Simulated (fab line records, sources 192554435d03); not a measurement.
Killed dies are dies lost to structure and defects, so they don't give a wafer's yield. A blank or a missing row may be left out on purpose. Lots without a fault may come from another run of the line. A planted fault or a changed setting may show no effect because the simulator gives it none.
Chamber matching | flow n5_finfet | N5_FIN_SAQP_SPACER2_ALD_28 on ald_sin-02: 4 sister chambers
The step deposits SiO2, target thk 8.1 nm, pulse time 1 s, purge time 2 s. 4 wafers are shown with their chamber, then 10 later ones without.

WAFERS WITH THEIR CHAMBER
wafer  | chamber | heater_power_outer_w (W)
L079.4 | 0       | 240
L083.6 | 3       | 246
L087.1 | 2       | 281
L087.4 | 1       | 279

WAFERS WITHOUT THEIR CHAMBER
wafer  | heater_power_outer_w (W)
L087.5 | 278
L090.1 | 273
L090.2 | 242
L090.5 | 242
L091.2 | 287
L091.3 | 244
L091.6 | 270
L097.1 | 274
L097.3 | 242
L097.5 | 273

WHICH CHAMBER EACH WENT THROUGH
wafer  | from the rows above     | in truth
L087.5 | can't be placed: 1 or 2 | 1
L090.1 | can't be placed: 1 or 2 | 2
L090.2 | can't be placed: 0 or 3 | 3
L090.5 | can't be placed: 0 or 3 | 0
L091.2 | can't be placed: 2 or 1 | 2
L091.3 | can't be placed: 3 or 0 | 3
L091.6 | can't be placed: 1 or 2 | 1
L097.1 | can't be placed: 1 or 2 | 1
L097.3 | can't be placed: 0 or 3 | 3
L097.5 | can't be placed: 1 or 2 | 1
Placed correctly: 0 of 10. Can't be placed from these rows: 10 (the true chamber is among the candidates in 10). Placed wrongly: 0.
How it was worked out, from the rows above alone: a wafer's distance from a chamber is the root of the sum, over the readings, of the square of ((its reading less the chamber's mean) divided by the reading's scatter). The wafer belongs to the nearest chamber; if the next one is less than 2 further off, it can't be placed. A chamber's mean is the mean of its shown wafers. The scatter: with one shown wafer a chamber, the root of the mean of the squares of how far each hidden wafer lies from its nearest shown one.
